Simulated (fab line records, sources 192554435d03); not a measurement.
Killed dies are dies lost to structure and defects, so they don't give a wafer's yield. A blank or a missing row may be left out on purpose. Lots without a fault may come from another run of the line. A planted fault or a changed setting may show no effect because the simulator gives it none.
Which tool did it? | flow n5_finfet | 24 lots, 72 wafers sampled, at 4 steps of a route of 1938

WHAT THE GAUGES READ, wafer by wafer
N5_BEOL_M9_THK_MEAS_53: measures by xrf. Usual: M9_THK 141 nm, standard deviation 4.2.
lot  | measured     | on            | M9_THK (nm) | flag
L074 | day 10 14:55 | film_metro-02 | 133 144 135 |
L075 | day 11 03:43 | film_metro-02 | 136 141 139 |
L076 | day 11 06:34 | film_metro-02 | 145 143 142 |
L077 | day 11 15:55 | film_metro-01 | 135 140 139 |
L079 | day 11 16:43 | film_metro-01 | 138 136 134 |
L078 | day 11 19:41 | film_metro-02 | 133 138 134 |
L080 | day 11 21:47 | film_metro-02 | 148 132 132 |
L081 | day 12 02:25 | film_metro-01 | 137 141 140 |
L083 | day 12 22:11 | film_metro-02 | 138 142 137 |
L082 | day 13 00:37 | film_metro-02 | 138 134 141 |
L084 | day 13 06:46 | film_metro-01 | 143 142 143 |
L086 | day 13 16:07 | film_metro-01 | 140 143 147 |
L087 | day 14 01:13 | film_metro-02 | 139 136 146 |
L085 | day 14 02:46 | film_metro-01 | 144 144 145 |
L088 | day 14 03:32 | film_metro-01 | 144 139 145 |
L090 | day 14 22:48 | film_metro-01 | 140 149 143 |
L091 | day 15 07:47 | film_metro-01 | 136 145 138 |
L089 | day 15 08:15 | film_metro-02 | 144 141 142 |
L093 | day 15 14:56 | film_metro-02 | 141 141 140 |
L094 | day 16 04:19 | film_metro-01 | 132 134 135 |
L092 | day 16 01:52 | film_metro-01 | 137 147 146 |
L096 | day 16 02:08 | film_metro-02 | 142 144 145 |
L095 | day 16 05:26 | film_metro-01 | 146 145 137 |
L097 | day 17 07:21 | film_metro-02 | 148 145 144 |

WHICH TOOL RAN EACH LOT (tool, then ch and the chambers of the sampled wafers, then the start)
lot  | N5_BEOL_M9_PECVD_70             | N5_BEOL_M9_ETCH_66                 | N5_BEOL_M9_SURFACE_TREAT_79
L074 | pecvd-02 ch 0,2, day 10 07:35   | rie_diel-01 ch 1,3, day 10 11:25   | pvd_sputter-01, day 10 13:39
L075 | pecvd-03 ch 0,1, day 10 21:49   | rie_diel-04 ch 0,1,2, day 11 00:48 | pvd_sputter-03, day 11 02:15
L076 | pecvd-03 ch 0,1,2, day 10 23:39 | rie_diel-03 ch 1,2, day 11 04:00   | pvd_sputter-02, day 11 05:26
L077 | pecvd-02 ch 0,2, day 11 05:55   | rie_diel-01 ch 1,2, day 11 11:14   | pvd_sputter-03, day 11 14:41
L079 | pecvd-03 ch 1,2, day 11 08:03   | rie_diel-01 ch 1,2, day 11 14:07   | pvd_sputter-01, day 11 15:26
L078 | pecvd-04 ch 0,1,2, day 11 08:20 | rie_diel-04 ch 1,2, day 11 14:58   | pvd_sputter-01, day 11 18:21
L080 | pecvd-04 ch 0,2, day 11 12:28   | rie_diel-01 ch 1,3, day 11 17:47   | pvd_sputter-03, day 11 19:50
L081 | pecvd-02 ch 0,1, day 11 17:16   | rie_diel-04 ch 0,1,3, day 11 23:35 | pvd_sputter-02, day 12 01:17
L083 | pecvd-02 ch 0,1,2, day 12 12:30 | rie_diel-04 ch 0,1, day 12 18:25   | pvd_sputter-03, day 12 19:49
L082 | pecvd-03 ch 0,1,2, day 12 16:24 | rie_diel-04 ch 1,2, day 12 22:04   | pvd_sputter-01, day 12 23:22
L084 | pecvd-03 ch 1,2, day 13 00:46   | rie_diel-03 ch 2,3, day 13 04:02   | pvd_sputter-03, day 13 05:23
L086 | pecvd-02 ch 0,1,2, day 13 07:11 | rie_diel-03 ch 0,1,3, day 13 12:37 | pvd_sputter-02, day 13 14:28
L087 | pecvd-04 ch 0,2, day 13 17:37   | rie_diel-01 ch 0,1,2, day 13 21:53 | pvd_sputter-02, day 13 23:34
L085 | pecvd-02 ch 0,1,2, day 13 18:20 | rie_diel-04 ch 0,3, day 13 22:29   | pvd_sputter-03, day 13 23:59
L088 | pecvd-03 ch 0,1,2, day 13 18:49 | rie_diel-04 ch 1,3, day 14 00:18   | pvd_sputter-02, day 14 02:33
L090 | pecvd-02 ch 0,1,2, day 14 14:16 | rie_diel-01 ch 0,1,2, day 14 20:25 | pvd_sputter-01, day 14 21:46
L091 | pecvd-03 ch 1,2, day 15 00:54   | rie_diel-01 ch 1,2,3, day 15 04:53 | pvd_sputter-03, day 15 06:40
L089 | pecvd-03 ch 1,2, day 15 01:26   | rie_diel-04 ch 0,2, day 15 04:58   | pvd_sputter-02, day 15 07:13
L093 | pecvd-02 ch 0,1,2, day 15 08:22 | rie_diel-03 ch 0,3, day 15 11:12   | pvd_sputter-02, day 15 13:35
L094 | pecvd-04 ch 0,1,2, day 15 16:25 | rie_diel-01 ch 1,2, day 15 23:26   | pvd_sputter-03, day 16 02:28
L092 | pecvd-02 ch 0,1,2, day 15 16:26 | rie_diel-01 ch 2,3, day 15 22:28   | pvd_sputter-03, day 16 00:13
L096 | pecvd-03 ch 0,1, day 15 17:02   | rie_diel-03 ch 1,2,3, day 15 22:30 | pvd_sputter-02, day 16 00:15
L095 | pecvd-02 ch 0,2, day 15 19:40   | rie_diel-01 ch 0,1,3, day 16 02:13 | pvd_sputter-02, day 16 03:30
L097 | pecvd-04 ch 0,1,2, day 16 23:32 | rie_diel-01 ch 0,3, day 17 04:35   | pvd_sputter-02, day 17 05:56
- N5_BEOL_M9_PECVD_70: deposits SiO2 from TEOS/O2, target thk 20 nm, time 22.7 s.
- N5_BEOL_M9_ETCH_66: etches SOC in N2/H2, target depth 80 nm, overetch 16 nm, time 120 s.
- N5_BEOL_M9_SURFACE_TREAT_79

WHAT THE TOOLS THEMSELVES READ (means of the sampled wafers that have a number; where no wafer has one, the mark that the record gives instead)
N5_BEOL_M9_PECVD_70. Usual: heater_power_w 768 W, standard deviation 100; showerhead_plenum_p_Torr 8.82 Torr, standard deviation 0.053; throttle_valve_pct 22.1 %, standard deviation 0.96.
lot  | tool     | heater_power_w (W) | showerhead_plenum_p_Torr (Torr) | throttle_valve_pct (%) | flag
L074 | pecvd-02 | 763                | 8.89                            | 22.0                   |
L075 | pecvd-03 | 729                | 8.76                            | 21.4                   |
L076 | pecvd-03 | 815                | 8.80                            | 21.5                   |
L077 | pecvd-02 | 738                | 8.85                            | 21.9                   |
L079 | pecvd-03 | 910                | 8.79                            | 21.5                   |
L078 | pecvd-04 | 716                | 8.79                            | 23.2                   |
L080 | pecvd-04 | 675                | 8.80                            | 22.2                   |
L081 | pecvd-02 | 759                | 8.82                            | 21.9                   |
L083 | pecvd-02 | 773                | 8.86                            | 22.1                   |
L082 | pecvd-03 | 825                | 8.79                            | 21.5                   |
L084 | pecvd-03 | 832                | 8.81                            | 21.3                   |
L086 | pecvd-02 | 731                | 8.86                            | 22.1                   |
L087 | pecvd-04 | 698                | 8.81                            | 22.3                   |
L085 | pecvd-02 | 748                | 8.85                            | 22.1                   |
L088 | pecvd-03 | 795                | 8.77                            | 21.5                   |
L090 | pecvd-02 | 804                | 8.86                            | 22.1                   |
L091 | pecvd-03 | 824                | 8.78                            | 21.4                   |
L089 | pecvd-03 | 813                | 8.78                            | 21.3                   |
L093 | pecvd-02 | 758                | 8.85                            | 22.3                   |
L094 | pecvd-04 | 664                | 8.80                            | 23.3                   |
L092 | pecvd-02 | 734                | 8.87                            | 22.2                   |
L096 | pecvd-03 | 792                | 8.77                            | 21.4                   |
L095 | pecvd-02 | 740                | 8.90                            | 22.2                   |
L097 | pecvd-04 | 655                | 8.80                            | 23.3                   |

N5_BEOL_M9_ETCH_66. Usual: drypump_motor_current_A 5.5 A, standard deviation 0.43; oes_product_au 0.61 a.u., standard deviation 0.056; rf_vpp_V 523.8 V, standard deviation 2.7; showerhead_plenum_p_Torr 2.53 Torr, standard deviation 0.09; throttle_valve_pct 17.8 %, standard deviation 0.3.
lot  | tool        | drypump_motor_current_A (A) | oes_product_au (a.u.) | rf_vpp_V (V) | showerhead_plenum_p_Torr (Torr) | throttle_valve_pct (%) | flag
L074 | rie_diel-01 | 5.3                         | 0.61                  | 522.3        | 2.46                            | 17.8                   |
L075 | rie_diel-04 | 5.2                         | 0.61                  | 522.3        | 2.52                            | 17.9                   |
L076 | rie_diel-03 | 5.3                         | 0.59                  | 523.6        | 2.54                            | 17.9                   |
L077 | rie_diel-01 | 5.3                         | 0.64                  | 521.3        | 2.44                            | 17.8                   |
L079 | rie_diel-01 | 5.2                         | 0.60                  | 520.3        | 2.43                            | 18.0                   |
L078 | rie_diel-04 | 5.1                         | 0.55                  | 521.1        | 2.46                            | 17.9                   |
L080 | rie_diel-01 | 5.3                         | 0.60                  | 520.9        | 2.46                            | 17.9                   |
L081 | rie_diel-04 | 5.8                         | 0.61                  | 524.9        | 2.55                            | 18.0                   |
L083 | rie_diel-04 | 5.6                         | 0.61                  | 524.5        | 2.54                            | 17.8                   |
L082 | rie_diel-04 | 5.4                         | 0.57                  | 522.3        | 2.49                            | 17.9                   |
L084 | rie_diel-03 | 5.8                         | 0.61                  | 522.3        | 2.50                            | 17.8                   |
L086 | rie_diel-03 | 5.6                         | 0.62                  | 525.5        | 2.55                            | 17.7                   |
L087 | rie_diel-01 | 5.3                         | 0.62                  | 523.5        | 2.51                            | 17.8                   |
L085 | rie_diel-04 | 6.1                         | 0.58                  | 523.0        | 2.55                            | 18.2                   |
L088 | rie_diel-04 | 6.2                         | 0.56                  | 524.4        | 2.53                            | 18.1                   |
L090 | rie_diel-01 | 5.3                         | 0.62                  | 523.6        | 2.51                            | 17.8                   |
L091 | rie_diel-01 | 5.4                         | 0.61                  | 522.1        | 2.47                            | 17.7                   |
L089 | rie_diel-04 | 5.0                         | 0.71                  | 527.5        | 2.68                            | 17.7                   |
L093 | rie_diel-03 | 5.8                         | 0.63                  | 524.2        | 2.53                            | 17.7                   |
L094 | rie_diel-01 | 5.3                         | 0.61                  | 521.3        | 2.42                            | 17.8                   |
L092 | rie_diel-01 | 5.6                         | 0.64                  | 523.9        | 2.51                            | 17.4                   |
L096 | rie_diel-03 | 5.6                         | 0.58                  | 523.5        | 2.50                            | 18.0                   |
L095 | rie_diel-01 | 5.3                         | 0.61                  | 523.3        | 2.54                            | 17.8                   |
L097 | rie_diel-01 | 5.4                         | 0.64                  | 526.6        | 2.64                            | 17.6                   |

THE ANSWER, worked out from the rows above alone
Rule: a lot is off if the mean of its wafers that have a number lies more than 3 standard deviations from the usual mean. A lot without any number at a reading at which 4 lots or more have one is off too. The other lots that the step has rows for count as sound. The gauges are gone through in route order, then the tools' own readings, and for those a lot's mean is taken as printed above. The first step at which some lot is off is used, and at that step the reading that is off furthest; a lot without a number counts as furthest.
No lot is off at any reading shown: from this, nothing can be told.

WHAT THE SIMULATOR HAD PUT IN
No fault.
